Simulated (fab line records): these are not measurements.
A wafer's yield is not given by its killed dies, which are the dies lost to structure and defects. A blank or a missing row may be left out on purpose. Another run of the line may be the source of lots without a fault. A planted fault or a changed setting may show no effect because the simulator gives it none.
Chamber matching || flow n5 finfet || N5_BEOL_M3_STRIP_19 on rie diel-05: 4 sister chambers
The step strips in O2. 8 wafers are shown with their chamber, then 9 later ones without.

== WAFERS PAIRED WITH THEIR CHAMBERS ==
{"wafer": "L077.3", "chamber": 1, "throttle valve pct (%)": 16.97, "showerhead plenum p Torr (Torr)": 2.07}
{"wafer": "L076.4", "chamber": 1, "throttle valve pct (%)": 16.96, "showerhead plenum p Torr (Torr)": 2.07}
{"wafer": "L082.1", "chamber": 2, "throttle valve pct (%)": 16.88, "showerhead plenum p Torr (Torr)": 2.01}
{"wafer": "L082.4", "chamber": 0, "throttle valve pct (%)": 16.39, "showerhead plenum p Torr (Torr)": 2.04}
{"wafer": "L082.6", "chamber": 3, "throttle valve pct (%)": 16.67, "showerhead plenum p Torr (Torr)": 2.00}
{"wafer": "L087.2", "chamber": 0, "throttle valve pct (%)": 16.44, "showerhead plenum p Torr (Torr)": 2.03}
{"wafer": "L087.5", "chamber": 3, "throttle valve pct (%)": 16.68, "showerhead plenum p Torr (Torr)": 2.00}
{"wafer": "L087.6", "chamber": 2, "throttle valve pct (%)": 16.90, "showerhead plenum p Torr (Torr)": 2.01}

== WAFERS MISSING THEIR CHAMBER ==
{"wafer": "L089.2", "throttle valve pct (%)": 16.68, "showerhead plenum p Torr (Torr)": 2.00}
{"wafer": "L089.3", "throttle valve pct (%)": 16.57, "showerhead plenum p Torr (Torr)": 2.06}
{"wafer": "L089.6", "throttle valve pct (%)": 16.57, "showerhead plenum p Torr (Torr)": 2.06}
{"wafer": "L091.4", "throttle valve pct (%)": 16.43, "showerhead plenum p Torr (Torr)": 2.03}
{"wafer": "L091.5", "throttle valve pct (%)": 16.55, "showerhead plenum p Torr (Torr)": 2.06}
{"wafer": "L091.6", "throttle valve pct (%)": 16.90, "showerhead plenum p Torr (Torr)": 2.01}
{"wafer": "L093.1", "throttle valve pct (%)": 16.72, "showerhead plenum p Torr (Torr)": 2.00}
{"wafer": "L093.4", "throttle valve pct (%)": 16.46, "showerhead plenum p Torr (Torr)": 2.03}
{"wafer": "L093.5", "throttle valve pct (%)": 16.92, "showerhead plenum p Torr (Torr)": 2.00}

== WHICH CHAMBER EACH ONE RAN IN ==
{"wafer": "L089.2", "from the rows above": 3, "in truth": 3}
{"wafer": "L089.3", "from the rows above": 0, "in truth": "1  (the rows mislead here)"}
{"wafer": "L089.6", "from the rows above": 0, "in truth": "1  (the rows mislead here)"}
{"wafer": "L091.4", "from the rows above": 0, "in truth": 0}
{"wafer": "L091.5", "from the rows above": 0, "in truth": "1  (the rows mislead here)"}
{"wafer": "L091.6", "from the rows above": 2, "in truth": 2}
{"wafer": "L093.1", "from the rows above": 3, "in truth": 3}
{"wafer": "L093.4", "from the rows above": 0, "in truth": 0}
{"wafer": "L093.5", "from the rows above": 2, "in truth": 2}
Correctly placed: 6 of 9. From these rows, 0 cannot be placed. Wrongly placed: 3.
How it was worked out, from the rows above alone: a wafer's distance from a chamber is the root of the sum, over the readings, of the square of ((its reading less the chamber's mean) divided by the reading's scatter). The wafer belongs to the nearest chamber; if the next one is less than 2 further off, it can't be placed. Each chamber's mean is taken over the wafers shown for it. The scatter: the root of (the sum of the squares of (reading less its chamber's mean) over the shown wafers, divided by (wafers less chambers)).
